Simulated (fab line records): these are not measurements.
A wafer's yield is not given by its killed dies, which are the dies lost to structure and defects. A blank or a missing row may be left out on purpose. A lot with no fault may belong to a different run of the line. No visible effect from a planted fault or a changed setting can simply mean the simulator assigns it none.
Chamber matching | flow nandHarc | rieDiel-11 running NHARC_A_BLC_DESCUM_15: 4 sister chambers
The step chemistry O2, time 3 s. 18 wafers are shown with their chamber, then 9 later ones without.

== EACH WAFER AND ITS CHAMBER ==
wafer  | chamber | rfVppV (V) | oesProductAu (a.u.) | throttleValvePct (%)
L075.3 | 2       | 58.0       | 0.996               | 11.321
L075.4 | 3       | 59.4       | 1.001               | 11.317
L075.5 | 2       | 58.0       | 1.009               | 11.313
L077.1 | 1       | 57.9       | 1.003               | 11.334
L077.3 | 0       | 57.4       | 0.992               | 11.302
L077.4 | 2       | 58.1       | 0.993               | 11.289
L079.2 | 2       | 58.3       | 0.987               | 11.293
L079.5 | 1       | 59.5       | 1.001               | 11.315
L079.6 | 0       | 58.3       | 0.996               | 11.304
L083.1 | 2       | 58.2       | 0.999               | 11.309
L083.2 | 1       | 58.3       | 0.997               | 11.315
L083.6 | 1       | 57.9       | 0.998               | 11.310
L087.1 | 1       | 59.7       | 1.018               | 11.311
L087.2 | 0       | 58.3       | 1.000               | 11.306
L087.4 | 3       | 58.6       | 1.001               | 11.313
L089.3 | 0       | 58.2       | 0.997               | 11.324
L089.4 | 3       | 59.0       | 1.005               | 11.296
L089.6 | 0       | 57.3       | 1.005               | 11.302

SIGNATURES (means of the wafers above)
reading          | chamber 0 | chamber 1 | chamber 2 | chamber 3 | scatter within a chamber
rfVppV           | 57.900    | 58.660    | 58.120    | 59.000    | 0.566
oesProductAu     | 0.99800   | 1.00340   | 0.99680   | 1.00233   | 0.00686
throttleValvePct | 11.30760  | 11.31700  | 11.30500  | 11.30867  | 0.0111
Rule: distance of a wafer from a chamber = root of the sum over the readings of ((wafer's reading minus chamber's mean) / reading's scatter) squared. The wafer belongs to the nearest chamber; if the next one is less than 2 further off, it can't be placed. The scatter: the root of (the sum of the squares of (reading less its chamber's mean) over the shown wafers, divided by (wafers less chambers)).

== WAFERS WHOSE CHAMBER IS MISSING ==
wafer  | rfVppV (V) | oesProductAu (a.u.) | throttleValvePct (%)
L090.2 | 57.1       | 0.994               | 11.313
L090.4 | 58.0       | 0.999               | 11.316
L090.5 | 56.7       | 0.986               | 11.298
L092.1 | 56.0       | 0.999               | 11.320
L092.3 | 58.4       | 1.000               | 11.304
L092.6 | 56.8       | 1.003               | 11.320
L095.2 | 59.3       | 1.004               | 11.318
L095.3 | 59.5       | 1.001               | 11.331
L095.6 | 58.8       | 0.994               | 11.320

== WHICH CHAMBER EACH ONE RAN IN ==
wafer  | from the rows above               | in truth
L090.2 | can't be placed: 0 or 2 or 1 or 3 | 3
L090.4 | can't be placed: 0 or 2 or 1 or 3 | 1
L090.5 | can't be placed: 0 or 2 or 1 or 3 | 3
L092.1 | can't be placed: 0 or 2 or 1 or 3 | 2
L092.3 | can't be placed: 2 or 0 or 3 or 1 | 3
L092.6 | can't be placed: 0 or 2 or 1 or 3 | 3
L095.2 | can't be placed: 3 or 1 or 2 or 0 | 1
L095.3 | can't be placed: 1 or 3 or 2 or 0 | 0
L095.6 | can't be placed: 1 or 3 or 2 or 0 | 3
Correctly placed: 0 of 9. Can't be placed from these rows: 9 (the true chamber is among the candidates in 9). Placed wrongly: 0.
